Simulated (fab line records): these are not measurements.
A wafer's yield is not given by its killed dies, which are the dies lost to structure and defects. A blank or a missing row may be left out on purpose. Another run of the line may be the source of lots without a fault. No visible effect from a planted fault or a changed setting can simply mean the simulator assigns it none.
Chamber matching || flow n5 finfet || ald sin-02 running N5_ILD0_LINER_00: 4 sister chambers
The step material SiNx, target thk 4 nm, pulse time 1 s, purge time 2 s. 8 wafers are shown with their chamber, then 8 later ones without.

WAFERS, EACH WITH ITS CHAMBER
{"wafer": "L076.5", "chamber": 0, "heater power w (W)": 915, "precursor pulse height rel": 0.995}
{"wafer": "L079.6", "chamber": 0, "heater power w (W)": 934, "precursor pulse height rel": 1.016}
{"wafer": "L081.4", "chamber": 2, "heater power w (W)": 757, "precursor pulse height rel": 0.996}
{"wafer": "L081.6", "chamber": 3, "heater power w (W)": 818, "precursor pulse height rel": 0.970}
{"wafer": "L083.2", "chamber": 1, "heater power w (W)": 832, "precursor pulse height rel": 1.001}
{"wafer": "L083.5", "chamber": 1, "heater power w (W)": 820, "precursor pulse height rel": 1.018}
{"wafer": "L083.6", "chamber": 2, "heater power w (W)": 765, "precursor pulse height rel": 0.979}
{"wafer": "L086.1", "chamber": 3, "heater power w (W)": 837, "precursor pulse height rel": 0.997}

WAFERS WITHOUT THEIR CHAMBER
{"wafer": "L086.5", "heater power w (W)": 827, "precursor pulse height rel": 0.974}
{"wafer": "L086.6", "heater power w (W)": 957, "precursor pulse height rel": 0.997}
{"wafer": "L089.1", "heater power w (W)": 829, "precursor pulse height rel": 0.935}
{"wafer": "L089.2", "heater power w (W)": 774, "precursor pulse height rel": 1.001}
{"wafer": "L089.5", "heater power w (W)": 835, "precursor pulse height rel": 1.035}
{"wafer": "L091.1", "heater power w (W)": 752, "precursor pulse height rel": 0.997}
{"wafer": "L091.2", "heater power w (W)": 828, "precursor pulse height rel": 0.984}
{"wafer": "L091.5", "heater power w (W)": 827, "precursor pulse height rel": 1.012}

CHAMBER TAKEN BY EACH
{"wafer": "L086.5", "from the rows above": "can't be placed: 3 or 1", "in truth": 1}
{"wafer": "L086.6", "from the rows above": 0, "in truth": 0}
{"wafer": "L089.1", "from the rows above": "can't be placed: 3 or 1", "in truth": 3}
{"wafer": "L089.2", "from the rows above": 2, "in truth": 2}
{"wafer": "L089.5", "from the rows above": "can't be placed: 1 or 3", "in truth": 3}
{"wafer": "L091.1", "from the rows above": 2, "in truth": 2}
{"wafer": "L091.2", "from the rows above": "can't be placed: 3 or 1", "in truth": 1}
{"wafer": "L091.5", "from the rows above": "can't be placed: 1 or 3", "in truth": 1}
Correct placement for 3 of the 8. Unplaceable from these rows: 5, with the true chamber sitting among the candidates in 5. 0 placed wrongly.
How it was worked out, from the rows above alone: a wafer's distance from a chamber is the root of the sum, over the readings, of the square of ((its reading less the chamber's mean) divided by the reading's scatter). If the next closest chamber is less than 2 further off than the closest, the wafer can't be placed; otherwise it belongs to the closest. Each chamber's mean is taken over the wafers shown for it. The scatter is the square root of a quotient: the sum, over the shown wafers, of each reading's squared deviation from its chamber's mean, divided by wafers minus chambers.
